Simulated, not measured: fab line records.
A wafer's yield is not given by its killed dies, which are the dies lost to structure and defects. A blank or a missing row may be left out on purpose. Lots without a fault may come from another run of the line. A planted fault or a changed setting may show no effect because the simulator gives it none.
2 desks, one fault | flow n5_finfet | what lay behind the numbers comes last; until then each desk has only its own

== THE TOOL OWNER'S DESK: rie_diel-06 ==
The tool's own readings at N5_BEOL_M2_ETCH_69 (etches SiARC in CF4, target depth 15.6 nm, time 26 s): means of the sampled wafers that have a number, for each lot that ran on this tool. A lot is out of limits, marked OUT, if its mean lies more than 4 standard deviations from the usual mean; the brackets give that distance.
Columns: A = drypump_motor_current_A at N5_BEOL_M2_ETCH_69, usual 5.8 A; B = etch_rf_on_time_s at N5_BEOL_M2_ETCH_69, usual 26.1 s; C = oes_product_au at N5_BEOL_M2_ETCH_69, usual 0.68 a.u.; D = rf_vpp_V at N5_BEOL_M2_ETCH_69, usual 184.0 V; E = showerhead_plenum_p_Torr at N5_BEOL_M2_ETCH_69, usual 2.14 Torr; F = throttle_valve_pct at N5_BEOL_M2_ETCH_69, usual 15.62 %
lot  | first seen here | A   | B               | C    | D     | E    | F
L192 | day 9 07:38     | 5.7 | 26.1            | 0.71 | 183.0 | 2.07 | 15.76
L197 | day 11 06:13    | 5.7 | 25.7            | 0.74 | 182.9 | 2.09 | 15.56
L201 | day 11 14:34    | 5.1 | 26.0            | 0.67 | 184.2 | 2.15 | 15.81
L200 | day 11 23:55    | 6.0 | 34.8 (+12) OUT  | 0.60 | 182.1 | 2.04 | 15.70
L205 | day 12 05:30    | 5.5 | 30.4 (+5.7) OUT | 0.65 | 182.8 | 2.08 | 15.58
L207 | day 12 09:08    | 5.5 | 34.8 (+12) OUT  | 0.59 | 184.1 | 2.08 | 15.59
This desk's verdict: out of limits on L200, L205, L207, starting with L200 at day 11 23:55 (etch_rf_on_time_s at N5_BEOL_M2_ETCH_69). Within limits: L192, L197, L201.

== AT THE METROLOGY DESK ==
Lot by lot, what the gauges showed, no matter which tool ran the lot: averages of those sampled wafers that carry a number. A lot is out of limits, marked OUT, if its mean lies more than 4 standard deviations from the usual mean; the brackets give that distance. Of its 12 readings 7 are shown: those that lie furthest out on some lot.
Columns: A = cd_nm at N5_BEOL_M2_CD_MEAS_28, usual 26.17 nm; B = V1_OVL at N5_BEOL_M2_OVL_MEAS_29, usual -0.2 nm; C = DIBL_N at N5_BEOL_M4_RC_MEAS_101, usual 35.8 mV/V; D = ION_N at N5_BEOL_M4_RC_MEAS_101, usual 668 uA/um; E = SS_N at N5_BEOL_M4_RC_MEAS_101, usual 71.4 mV/dec; F = SS_P at N5_BEOL_M4_RC_MEAS_101, usual 73.1 mV/dec; G = VT_N at N5_BEOL_M4_RC_MEAS_101, usual 250 mV
lot  | first seen here | A     | B    | C    | D   | E    | F    | G
L192 | day 9 06:49     | 26.29 | 0.2  | 34.3 | 664 | 71.5 | 72.8 | 253
L190 | day 10 15:43    | 26.26 | -0.4 | 35.4 | 668 | 70.9 | 72.6 | 249
L197 | day 11 05:31    | 26.09 | -0.3 | 36.1 | 691 | 71.8 | 73.8 | 246
L195 | day 11 08:08    | 26.21 | -0.5 | 34.2 | 648 | 70.5 | 72.0 | 256
L201 | day 11 14:07    | 26.13 | 0.0  | 33.4 | 667 | 71.2 | 73.0 | 251
L200 | day 11 23:44    | 26.07 | -0.2 | 33.7 | 649 | 71.5 | 72.2 | 254
L203 | day 12 00:59    | 26.06 | -1.2 | 35.7 | 664 | 71.4 | 73.5 | 251
L205 | day 12 05:20    | 25.87 | 0.8  | 37.5 | 682 | 72.1 | 74.1 | 246
L207 | day 12 08:58    | 26.66 | -0.4 | 36.8 | 676 | 71.4 | 73.2 | 249
L210 | day 12 18:13    | 26.11 | 0.8  | 35.0 | 664 | 71.4 | 72.5 | 251
This desk found nothing out of limits on any of the 10 lots.

== BROUGHT TOGETHER ==
The tool owner's desk had the chance to raise an alarm at day 11 23:55 on L200, L205, L207.
Metrology desk: nothing out of limits seen.
The metrology desk holds a record of L200, L205, L207, inside its limits.
The lots listed all ran N5_BEOL_M2_ETCH_69 on rie_diel-06.

== WHAT HAD BEEN PUT IN BY THE SIMULATOR ==
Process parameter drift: rie_diel-06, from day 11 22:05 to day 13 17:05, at N5_BEOL_M2_ETCH_69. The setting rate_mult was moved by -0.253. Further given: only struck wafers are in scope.
Struck lots among those shown: L200, L205, L207.
Each desk's first reading out of limits, in hours after the fault started: the tool owner's desk, 2.
